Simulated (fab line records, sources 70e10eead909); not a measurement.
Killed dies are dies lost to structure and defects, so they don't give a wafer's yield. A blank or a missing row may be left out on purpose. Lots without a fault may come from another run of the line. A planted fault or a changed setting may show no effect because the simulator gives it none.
A struck lot beside a sound one | flow nand_harc | 15 steps out of a route of 1302
Sound: wafers L737.4, L737.5, L737.6. Struck: wafers L744.2, L744.3, L744.6. The cause comes at the end.
At each step with rows: each side's tool, then ch and its chambers, then its first start. Under that, the readings that differ: sound wafers | struck wafers | difference of the means | sigmas: that difference in standard deviations of wafers without a fault.
alike: readings whose means differ by less than 2 such deviations, and words and numbers that are the same on both sides. not compared: withheld readings, readings that some wafer has no value for, bounds like >300 that may hide the same value, and numbers for which the record gives no deviation and whose values overlap.
The two part at a step that has a row with sigmas, a row that says differs or no value, or rows on one side only. Numbers that don't overlap but have no deviation are shown without sigmas and don't part them. A reading that every wafer of one side lacks parts them only if that side has two wafers or more.

first, 7 steps without rows for these wafers: NHARC_A_CHANNEL_HOLE_D2_COAT_37 (time 65 s); NHARC_A_CHANNEL_HOLE_D2_COAT_04 (resist thk 90 nm); NHARC_A_CHANNEL_HOLE_D2_SOFTBAKE_05 (time 55 s); NHARC_A_CHANNEL_HOLE_D2_EBR_06; NHARC_A_CHANNEL_HOLE_D2_EXPOSE_07 (exposes mask HOLE D2, target cd 100 nm); NHARC_A_CHANNEL_HOLE_D2_PEB_08 (peb time 65 s); NHARC_A_CHANNEL_HOLE_D2_DEVELOP_09 (develop time 35 s).
NHARC_A_CHANNEL_HOLE_D2_CD_MEAS_10: target cd 100 nm.
  sound on cd_sem-03 ch 0, day 17 12:20; struck on cd_sem-02 ch 0, day 20 07:35
  alike: cd_nm
NHARC_A_CHANNEL_HOLE_D2_OVL_MEAS_11:
  sound on overlay-02, day 17 12:25; struck on overlay-01, day 20 07:40
  alike: overlay_x_nm, overlay_y_nm
NHARC_A_CHANNEL_HOLE_D2_INSPECT_12:
  sound on defect_inspect-01, day 17 12:27; struck on defect_inspect-02, day 20 07:42
  alike: raw_defect_count
NHARC_A_CHANNEL_HOLE_D2_DESCUM_15: chemistry O2, time 3 s.
  sound on rie_diel-08 ch 1,2, day 17 12:31; struck on rie_diel-06 ch 0,2,3, day 20 07:46
  alike: drypump_motor_current_A, mfc_ar_sccm, oes_product_au, rf_vpp_V, showerhead_plenum_p_Torr, throttle_valve_pct
  not compared: rf_hours_counter_h
NHARC_A_CHANNEL_HOLE_D2_ETCH_38: etches the open film in CF4, target depth 39 nm, time 65 s.
  sound on rie_diel-08 ch 0,1,3, day 17 12:37; struck on rie_diel-06 ch 2,3, day 20 07:51
  alike: bias_w, cf4_flow_sccm, drypump_motor_current_A, mfc_ar_sccm, oes_product_au, rf_vpp_V, showerhead_plenum_p_Torr, throttle_valve_pct
  not compared: rf_hours_counter_h
NHARC_A_CHANNEL_HOLE_D2_ETCH_39: etches the open film in N2/H2, target depth 260 nm, time 325 s.
  sound on rie_diel-08 ch 0,1,2, day 17 12:44; struck on rie_diel-06 ch 0,2,3, day 20 07:56
  no value came back on the struck wafers for any of 8 readings (bias_w (W), chamber_pressure_mTorr (mTorr) and others); on the sound wafers bias_w (W) reads 150.4 150.3 150.5
  not compared: rf_hours_counter_h
NHARC_A_CHANNEL_HOLE_D2_ETCH_34: etches the open film in CF4/CHF3, target depth 154 nm, time 77 s.
  sound on rie_diel-08 ch 1,2; struck on rie_diel-06 ch 1,2
  alike: bias_w, cf4_flow_sccm, drypump_motor_current_A, mfc_ar_sccm, oes_product_au, rf_vpp_V, showerhead_plenum_p_Torr, throttle_valve_pct
  not compared: rf_hours_counter_h
-- the record jumps here: 12 days lie between the struck wafers' starts before and after (it left off in module A_CHANNEL_HOLE_D2 and takes up again in module END, whose first step shown is number 1302 of the route) --
NHARC_END_SORT_01:
  the record has rows for the struck wafers here (prober-01 ch 0, day 31 21:47) and none for the sound ones

WHERE THEY PART
First at NHARC_A_CHANNEL_HOLE_D2_ETCH_39; last, within this record, at NHARC_END_SORT_01.

WHY: what the simulator had put in
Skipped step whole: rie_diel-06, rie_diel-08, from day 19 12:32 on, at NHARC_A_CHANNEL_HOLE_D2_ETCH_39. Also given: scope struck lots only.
